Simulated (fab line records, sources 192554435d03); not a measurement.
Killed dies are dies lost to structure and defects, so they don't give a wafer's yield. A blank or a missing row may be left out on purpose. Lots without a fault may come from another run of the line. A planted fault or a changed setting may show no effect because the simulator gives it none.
Split-lot experiment | flow n5_finfet | 7 lots, 21 wafers read, on a route of 1938 steps

THE SPLIT
At N5_BEOL_M0_ETCH_128 (etches SiCN in CF4/N2, target depth 12 nm, overetch 5.1 nm, time 21.4 s), the setting source_w was moved away from the recipe's 430 W on 6 of the 21 wafers read, by -16.1% to +12.2%. The other wafers ran this setting at the recipe's value.

The reading is taken at the split's own step.

THE READING
rf_vpp_V, in V, at N5_BEOL_M0_ETCH_128 (etches SiCN in CF4/N2, target depth 12 nm, overetch 5.1 nm, time 21.4 s). Fault-free wafers of this fab line usually give 382.3 V, standard deviation 1.8 V.

wafer  | tool, chamber at the split | source_w as run, W | against the recipe | rf_vpp_V, V | against lot-mates on the recipe
L075.2 | rie_diel-04, 0             | 430                | recipe             | 382.0       | -
L075.4 | rie_diel-04, 3             | 430                | recipe             | 380.4       | -
L075.6 | rie_diel-04, 0             | 430                | recipe             | 382.1       | -
L077.2 | rie_diel-01, 2             | 430                | recipe             | 382.6       | -
L077.3 | rie_diel-01, 3             | 471.1              | +9.6%              | 371.4       | -11.2
L077.6 | rie_diel-01, 1             | 471.1              | +9.6%              | 368.3       | -14.3
L085.3 | rie_diel-06, 2             | 430                | recipe             | 383.0       | -
L085.4 | rie_diel-06, 0             | 430                | recipe             | 384.8       | -
L085.6 | rie_diel-06, 1             | 430                | recipe             | 381.8       | -
L087.2 | rie_diel-01, 1             | 430                | recipe             | 380.3       | -
L087.3 | rie_diel-01, 3             | 430                | recipe             | 383.8       | -
L087.6 | rie_diel-01, 0             | 482.6              | +12.2%             | 369.7       | -12.4
L090.2 | rie_diel-06, 1             | 388.7              | -9.6%              | 394.1       | +9.7
L090.5 | rie_diel-06, 3             | 430                | recipe             | 384.2       | -
L090.6 | rie_diel-06, 0             | 430                | recipe             | 384.7       | -
L094.2 | rie_diel-06, 3             | 430                | recipe             | 385.0       | -
L094.3 | rie_diel-06, 0             | 430                | recipe             | 384.2       | -
L094.6 | rie_diel-06, 0             | 430                | recipe             | 385.2       | -
L096.1 | rie_diel-01, 3             | 360.9              | -16.1%             | 406.0       | +24.6
L096.2 | rie_diel-01, 1             | 360.9              | -16.1%             | 403.4       | +22.0
L096.4 | rie_diel-01, 2             | 430                | recipe             | 381.4       | -

THE FIT
A straight line over all 21 wafers: rf_vpp_V changes by -1.29 V for each +1% of source_w; r = -0.98; the points scatter about the line by 1.7 V.
The same after taking each lot's own level away (the mean of its wafers on the recipe; 21 wafers): -1.31 V for each +1%; r = -0.98; scatter 1.7 V.
On that fit, the largest move of source_w shifts the reading by 21 V.
The lots' own levels span 381.40 to 384.80 V, that is 1.9 times the standard deviation above.
So the lot-to-lot level changes the slope little: the two slopes agree.
Check: with one of the wafers moved furthest among these (-16.1%) left out of the fit, the line predicts +19.8 V for it against its lot-mates. It came out at +24.6 V against them.
Tool readings at the split's step, against how far the setting was moved: rf_vpp_V r = -0.98.

OTHER SPLITS ON THESE WAFERS
These wafers also went through other splits before the reading. Each is held against what the fit with the lots' levels taken away leaves over:
other split on the same wafers              | wafers away from the commonest value | r with rf_vpp_V (lot level and that fit taken away)
N5_BEOL_M0_SAQP_SPACER2_ALD_26 target_thk_a | 9                                    | -0.25
N5_BEOL_M0_SAQP_EXPOSE_37 dose_mj           | 9                                    | -0.34
N5_BEOL_M0_ETCH_138 source_w                | 7                                    | -0.25

THE FILE'S OWN FIT
rf_vpp_V changes by -1.25 V for each +1% of source_w, r = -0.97.
